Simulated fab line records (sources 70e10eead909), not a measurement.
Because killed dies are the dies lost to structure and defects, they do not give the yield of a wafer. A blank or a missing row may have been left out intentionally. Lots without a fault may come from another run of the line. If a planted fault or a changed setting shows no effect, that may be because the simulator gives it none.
The tool behind it: which one? :: flow nand_harc :: 24 lots (72 wafers sampled), 1 step of a 1302-step route

WHAT THE GAUGES READ, wafer by wafer
NHARC_P_CONTACT_OVL_MEAS_13. Usual: overlay_x_nm 0.0 nm, standard deviation 0.76; overlay_y_nm 0.2 nm, standard deviation 0.97.
lot: L074
measured: day 6 01:44
on: overlay-01
overlay_x_nm (nm): 0.5 0.4 0.3
overlay_y_nm (nm): -0.4 -0.3 -0.5
flag: 

lot: L076
measured: day 6 13:23
on: overlay-02
overlay_x_nm (nm): -1.5 -0.8 -1.2
overlay_y_nm (nm): 0.8 1.2 0.6
flag: 

lot: L075
measured: day 6 13:52
on: overlay-02
overlay_x_nm (nm): -0.2 -0.4 -0.7
overlay_y_nm (nm): 1.2 1.2 0.9
flag: 

lot: L077
measured: day 7 03:48
on: overlay-01
overlay_x_nm (nm): -0.7 -0.4 -0.6
overlay_y_nm (nm): -0.8 -0.1 -0.8
flag: 

lot: L078
measured: day 7 17:27
on: overlay-02
overlay_x_nm (nm): 0.4 0.2 0.9
overlay_y_nm (nm): -0.2 0.0 -0.5
flag: 

lot: L079
measured: day 7 22:38
on: overlay-02
overlay_x_nm (nm): 0.5 0.0 -0.4
overlay_y_nm (nm): -0.5 -0.3 -0.2
flag: 

lot: L081
measured: day 8 14:37
on: overlay-02
overlay_x_nm (nm): -0.1 -0.3 -0.3
overlay_y_nm (nm): -0.4 -0.5 -0.4
flag: 

lot: L080
measured: day 8 15:14
on: overlay-02
overlay_x_nm (nm): 0.3 -0.7 0.0
overlay_y_nm (nm): 0.1 -0.2 0.3
flag: 

lot: L082
measured: day 9 12:30
on: overlay-01
overlay_x_nm (nm): -0.1 -0.1 -0.1
overlay_y_nm (nm): 0.3 0.4 0.9
flag: 

lot: L083
measured: day 9 13:56
on: overlay-01
overlay_x_nm (nm): 0.6 0.5 0.5
overlay_y_nm (nm): 0.1 0.9 0.3
flag: 

lot: L084
measured: day 10 05:16
on: overlay-01
overlay_x_nm (nm): -0.8 -0.9 -0.5
overlay_y_nm (nm): 0.3 0.0 -0.3
flag: 

lot: L085
measured: day 10 09:17
on: overlay-02
overlay_x_nm (nm): -0.9 -0.8 -0.8
overlay_y_nm (nm): -2.7 -2.1 -2.6
flag: 

lot: L086
measured: day 10 19:47
on: overlay-01
overlay_x_nm (nm): -0.5 -0.4 -0.3
overlay_y_nm (nm): -1.3 -1.7 -1.7
flag: 

lot: L088
measured: day 12 02:27
on: overlay-02
overlay_x_nm (nm): 1.3 0.6 0.8
overlay_y_nm (nm): -0.2 0.1 0.2
flag: 

lot: L087
measured: day 12 02:54
on: overlay-02
overlay_x_nm (nm): -0.9 -0.8 -1.4
overlay_y_nm (nm): 0.3 0.4 1.4
flag: 

lot: L089
measured: day 12 11:41
on: overlay-02
overlay_x_nm (nm): 0.7 0.6 0.6
overlay_y_nm (nm): 0.3 -0.4 0.2
flag: 

lot: L090
measured: day 12 17:02
on: overlay-01
overlay_x_nm (nm): 0.7 0.8 0.9
overlay_y_nm (nm): 0.6 0.6 0.8
flag: 

lot: L091
measured: day 13 05:46
on: overlay-01
overlay_x_nm (nm): -0.4 0.0 -0.2
overlay_y_nm (nm): 1.8 1.2 1.3
flag: 

lot: L092
measured: day 13 10:40
on: overlay-01
overlay_x_nm (nm): 0.4 -0.1 0.3
overlay_y_nm (nm): 1.3 1.9 1.6
flag: 

lot: L093
measured: day 13 20:29
on: overlay-01
overlay_x_nm (nm): 0.9 0.8 0.7
overlay_y_nm (nm): 0.1 -0.1 -0.6
flag: 

lot: L094
measured: day 14 08:47
on: overlay-01
overlay_x_nm (nm): -0.4 0.0 -0.6
overlay_y_nm (nm): 0.0 -0.3 -0.1
flag: 

lot: L095
measured: day 14 19:03
on: overlay-01
overlay_x_nm (nm): 1.6 1.4 1.8
overlay_y_nm (nm): 1.9 1.6 2.5
flag: 

lot: L096
measured: day 15 04:14
on: overlay-01
overlay_x_nm (nm): 0.9 1.0 1.6
overlay_y_nm (nm): 0.0 0.2 -0.2
flag: 

lot: L097
measured: day 15 10:50
on: overlay-02
overlay_x_nm (nm): 1.1 0.6 1.8
overlay_y_nm (nm): 0.9 0.8 0.8
flag: 

TOOL THAT RAN EACH LOT (tool first, then ch and the chambers of the sampled wafers, then the start)
Before these readings, the record contains no process step.

WHAT THE TOOLS THEMSELVES READ (means of the sampled wafers that have a number; where no wafer has one, the mark that the record gives instead)
The record holds no such reading with a usual standard deviation.

THE ANSWER, worked out from the rows above alone
Rule: a lot counts as off when the mean over its wafers that have a number is more than 3 standard deviations away from the usual mean. A lot without any number at a reading at which 4 lots or more have one is off too. Where the step has rows for the other lots, those lots are counted as sound. The gauges are gone through in route order, then the tools' own readings, and for those a lot's mean is taken as printed above. At the first step where some lot is off, the reading lying furthest off is the one used; lots without a number count as furthest.
No lot is off on any of the readings shown, so nothing can be concluded from this.

WHAT HAD BEEN PUT IN BY THE SIMULATOR
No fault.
